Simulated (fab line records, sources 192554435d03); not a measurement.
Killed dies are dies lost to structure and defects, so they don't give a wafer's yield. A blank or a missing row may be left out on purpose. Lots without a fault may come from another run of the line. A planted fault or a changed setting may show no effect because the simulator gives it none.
Chamber matching | flow n5_finfet | N5_SDB_ETCH_25 on rie_diel-04: 4 sister chambers
The step etches SiO2 in C4F6/O2, target depth 10 nm, time 3.3 s. 16 wafers are shown with their chamber, then 8 later ones without.

WAFERS WITH THEIR CHAMBER
wafer  | chamber | rf_vpp_V (V) | showerhead_plenum_p_Torr (Torr) | throttle_valve_pct (%)
L077.1 | 2       | 669          | 2.84                            | 21.47
L077.2 | 0       | 676          | 2.93                            | 21.15
L077.5 | 3       | 664          | 2.85                            | 21.41
L078.1 | 2       | 668          | 2.84                            | 21.46
L078.3 | 1       | 661          | 2.94                            | 21.42
L078.5 | 1       | 662          | 2.94                            | 21.41
L079.2 | 0       | 676          | 2.93                            | 21.16
L079.4 | 2       | 668          | 2.84                            | 21.45
L079.5 | 0       | 675          | 2.93                            | 21.17
L081.3 | 3       | 664          | 2.84                            | 21.42
L081.4 | 1       | 661          | 2.93                            | 21.42
L081.5 | 0       | 676          | 2.93                            | 21.15
L084.4 | 3       | 664          | 2.84                            | 21.41
L084.5 | 1       | 661          | 2.93                            | 21.45
L084.6 | 0       | 675          | 2.93                            | 21.17
L086.1 | 2       | 669          | 2.83                            | 21.48

SIGNATURES (means of the wafers above)
reading                  | chamber 0 | chamber 1 | chamber 2 | chamber 3 | scatter within a chamber
rf_vpp_V                 | 675.60    | 661.25    | 668.50    | 664.00    | 0.496
showerhead_plenum_p_Torr | 2.9300    | 2.9350    | 2.8375    | 2.8433    | 0.00449
throttle_valve_pct       | 21.1600   | 21.4250   | 21.4650   | 21.4133   | 0.0125
Rule: a wafer's distance from a chamber is the root of the sum, over the readings, of the square of ((its reading less the chamber's mean) divided by the reading's scatter). The wafer belongs to the nearest chamber; if the next one is less than 2 further off, it can't be placed. The scatter: the root of (the sum of the squares of (reading less its chamber's mean) over the shown wafers, divided by (wafers less chambers)).

WAFERS WITHOUT THEIR CHAMBER
wafer  | rf_vpp_V (V) | showerhead_plenum_p_Torr (Torr) | throttle_valve_pct (%)
L086.2 | 662          | 2.93                            | 21.45
L086.6 | 668          | 2.83                            | 21.47
L087.1 | 661          | 2.93                            | 21.45
L087.2 | 668          | 2.83                            | 21.49
L087.3 | 674          | 2.92                            | 21.17
L097.2 | 664          | 2.83                            | 21.47
L097.3 | 675          | 2.91                            | 21.21
L097.6 | 667          | 2.82                            | 21.51

WHICH CHAMBER EACH WENT THROUGH
wafer  | from the rows above | in truth
L086.2 | 1                   | 1
L086.6 | 2                   | 2
L087.1 | 1                   | 1
L087.2 | 2                   | 2
L087.3 | 0                   | 0
L097.2 | 3                   | 3
L097.3 | 0                   | 0
L097.6 | 2                   | 2
Placed correctly: 8 of 8. Can't be placed from these rows: 0. Placed wrongly: 0.
